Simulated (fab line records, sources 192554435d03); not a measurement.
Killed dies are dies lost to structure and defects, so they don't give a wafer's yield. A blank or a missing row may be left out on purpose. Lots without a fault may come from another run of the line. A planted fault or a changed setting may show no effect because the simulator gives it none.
Split-lot experiment | flow n5_finfet | 7 lots, 39 wafers read, on a route of 1938 steps

THE SPLIT
At N5_GATE_CUT_ETCH_58 (etches SiNx in CH3F/O2, target depth 17 nm, time 128.6 s), the setting target_depth_a was moved away from the recipe's 170 angstrom on 15 of the 39 wafers read, by -10.9% to +12.8%. The other wafers ran this setting at the recipe's value.

The reading is taken at the split's own step.

THE READING
SiNx_of_SDB_ALD_29.thk_nm (the simulator's own value, which no gauge read), in nm, at N5_GATE_CUT_ETCH_58 (etches SiNx in CH3F/O2, target depth 17 nm, time 128.6 s). The file gives no usual value for it. The 24 wafers here that ran the recipe average 24.6 nm, standard deviation 0.14 nm.

wafer  | tool, chamber at the split | target_depth_a as run, angstrom | against the recipe | SiNx_of_SDB_ALD_29.thk_nm, nm | against lot-mates on the recipe
L078.1 | rie_diel-03, 3             | 191.7                           | +12.8%             | 24                            | -0.5
L078.2 | rie_diel-03, 2             | 191.7                           | +12.8%             | 24.2                          | -0.3
L078.3 | rie_diel-03, 0             | 170                             | recipe             | 24.4                          | -
L078.4 | rie_diel-03, 1             | 170                             | recipe             | 24.6                          | -
L078.5 | rie_diel-03, 2             | 170                             | recipe             | 24.4                          | -
L078.6 | rie_diel-03, 1             | 191.7                           | +12.8%             | 24.2                          | -0.3
L080.2 | rie_diel-03, 2             | 170                             | recipe             | 24.6                          | -
L080.3 | rie_diel-03, 1             | 170                             | recipe             | 24.8                          | -
L080.4 | rie_diel-03, 0             | 170                             | recipe             | 24.6                          | -
L083.1 | rie_diel-06, 3             | 184.8                           | +8.7%              | 24.2                          | -0.3
L083.2 | rie_diel-06, 0             | 170                             | recipe             | 24.4                          | -
L083.3 | rie_diel-06, 1             | 170                             | recipe             | 24.4                          | -
L083.4 | rie_diel-06, 2             | 184.8                           | +8.7%              | 24.2                          | -0.3
L083.5 | rie_diel-06, 1             | 170                             | recipe             | 24.6                          | -
L083.6 | rie_diel-06, 0             | 184.8                           | +8.7%              | 24.2                          | -0.3
L085.1 | rie_diel-06, 0             | 170                             | recipe             | 24.4                          | -
L085.2 | rie_diel-06, 3             | 152.6                           | -10.2%             | 24.8                          | +0.3
L085.3 | rie_diel-06, 1             | 170                             | recipe             | 24.6                          | -
L085.4 | rie_diel-06, 2             | 152.6                           | -10.2%             | 24.8                          | +0.3
L085.5 | rie_diel-06, 2             | 170                             | recipe             | 24.6                          | -
L085.6 | rie_diel-06, 1             | 152.6                           | -10.2%             | 24.8                          | +0.3
L090.1 | rie_diel-03, 0             | 170                             | recipe             | 24.8                          | -
L090.2 | rie_diel-03, 3             | 182.1                           | +7.1%              | 24.6                          | -0.2
L090.3 | rie_diel-03, 2             | 182.1                           | +7.1%              | 24.6                          | -0.2
L090.4 | rie_diel-03, 1             | 170                             | recipe             | 24.8                          | -
L090.5 | rie_diel-03, 3             | 170                             | recipe             | 24.8                          | -
L090.6 | rie_diel-03, 2             | 182.1                           | +7.1%              | 24.6                          | -0.2
L096.1 | rie_diel-02, 3             | 170                             | recipe             | 24.6                          | -
L096.2 | rie_diel-02, 1             | 170                             | recipe             | 24.6                          | -
L096.3 | rie_diel-02, 0             | 170                             | recipe             | 24.6                          | -
L096.4 | rie_diel-02, 2             | 170                             | recipe             | 24.6                          | -
L096.5 | rie_diel-02, 2             | 170                             | recipe             | 24.6                          | -
L096.6 | rie_diel-02, 3             | 170                             | recipe             | 24.4                          | -
L097.1 | rie_diel-03, 1             | 151.4                           | -10.9%             | 25.2                          | +0.5
L097.2 | rie_diel-03, 2             | 170                             | recipe             | 24.6                          | -
L097.3 | rie_diel-03, 3             | 170                             | recipe             | 24.6                          | -
L097.4 | rie_diel-03, 0             | 170                             | recipe             | 24.8                          | -
L097.5 | rie_diel-03, 2             | 151.4                           | -10.9%             | 25                            | +0.3
L097.6 | rie_diel-03, 1             | 151.4                           | -10.9%             | 25                            | +0.3

THE FIT
A straight line over all 39 wafers: SiNx_of_SDB_ALD_29.thk_nm changes by -0.0323 nm for each +1% of target_depth_a; r = -0.82; the points scatter about the line by 0.15 nm.
The same after taking each lot's own level away (the mean of its wafers on the recipe; 39 wafers): -0.0295 nm for each +1%; r = -0.92; scatter 0.082 nm.
On that fit, the largest move of target_depth_a shifts the reading by 0.38 nm.
The lots' own levels span 24.47 to 24.80 nm, that is 2.5 times the standard deviation above.
So the lot-to-lot level changes the slope little: the two slopes agree.
Check: with one of the wafers moved furthest among these (+12.8%) left out of the fit, the line predicts -0.356 nm for it against its lot-mates. It came out at -0.467 nm against them.

THE WHOLE CHAIN: every reading that the file lists as answering this split, in the file's order
step                | what it does                                             | reading                                                                    | change (the file's fit)                | r (the file's)
N5_GATE_CUT_ETCH_58 | etches SiNx in CH3F/O2, target depth 17 nm, time 128.6 s | etch.depth_nm (the simulator's own value, which no gauge read)             | +0.184 nm for each +1% of the setting  | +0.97
N5_GATE_CUT_ETCH_58 | etches SiNx in CH3F/O2, target depth 17 nm, time 128.6 s | SiNx_of_SDB_ALD_29.thk_nm (the simulator's own value, which no gauge read) | -0.0294 nm for each +1% of the setting | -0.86

THE FILE'S OWN FIT
SiNx_of_SDB_ALD_29.thk_nm changes by -0.0294 nm for each +1% of target_depth_a, r = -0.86.
